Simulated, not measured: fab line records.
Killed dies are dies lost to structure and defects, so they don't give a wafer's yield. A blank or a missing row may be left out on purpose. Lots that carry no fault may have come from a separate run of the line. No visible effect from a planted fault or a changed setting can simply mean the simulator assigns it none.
Matching of chambers -- flow nand_harc -- 4 sister chambers for NHARC_A_DECK1_JOINT_ETCHBACK_00 on rie_si-05
The step etches the open film in HBr, target depth 30 nm, time 17.4 s. 16 wafers are shown with their chamber, then 8 later ones without.

== EACH WAFER AND ITS CHAMBER ==
wafer,chamber,drypump_motor_current_A (A),he_backside_leak_sccm (sccm),chamber_pressure_mTorr (mTorr)
L074.1,0,6.3,2.5,15.024
L074.2,3,5.3,2.4,14.999
L074.6,3,5.3,2.5,15.018
L077.1,1,6.4,3.2,14.999
L077.5,0,6.2,2.3,15.009
L077.6,1,6.4,3.2,14.999
L081.1,3,5.3,2.6,14.994
L081.3,0,6.2,2.3,15.001
L081.6,3,5.3,2.7,14.993
L083.1,3,5.3,2.6,15.038
L083.5,0,6.3,2.3,14.994
L083.6,3,5.3,2.4,15.014
L087.4,3,5.3,2.7,14.982
L087.5,3,5.3,2.5,15.025
L087.6,2,6.2,2.8,15.050
L089.3,2,6.2,2.8,15.004

SIGNATURES (averages over the wafers above)
reading,chamber 0,chamber 1,chamber 2,chamber 3,scatter within a chamber
drypump_motor_current_A,6.250,6.400,6.200,5.300,0.0289
he_backside_leak_sccm,2.350,3.200,2.800,2.550,0.104
chamber_pressure_mTorr,15.00700,14.99900,15.02700,15.00788,0.0184
Rule: for a wafer and a chamber, the distance is found by dividing, reading by reading, the gap between the wafer's reading and the chamber's mean by the reading's scatter, squaring, summing and taking the root. The wafer belongs to the nearest chamber; if the next one is less than 2 further off, it can't be placed. How the scatter is found: for the shown wafers, subtract from each reading the mean of its chamber, square and add these, divide the total by (wafers less chambers), then take the root.

== WAFERS MISSING THEIR CHAMBER ==
wafer,drypump_motor_current_A (A),he_backside_leak_sccm (sccm),chamber_pressure_mTorr (mTorr)
L089.5,6.2,2.8,14.977
L089.6,5.3,2.6,14.993
L095.1,6.2,2.4,14.979
L095.2,6.2,2.9,15.008
L095.5,6.2,3.0,15.005
L094.1,6.2,2.4,15.013
L094.4,6.2,2.8,14.993
L094.6,5.3,2.6,15.001

== EACH ONE'S CHAMBER ==
wafer,from the rows above,in truth
L089.5,2,2
L089.6,3,3
L095.1,0,0
L095.2,2,2
L095.5,2,2
L094.1,0,0
L094.4,2,2
L094.6,3,3
8 of 8 placed correctly. From these rows, 0 cannot be placed. Placed wrongly: 0.
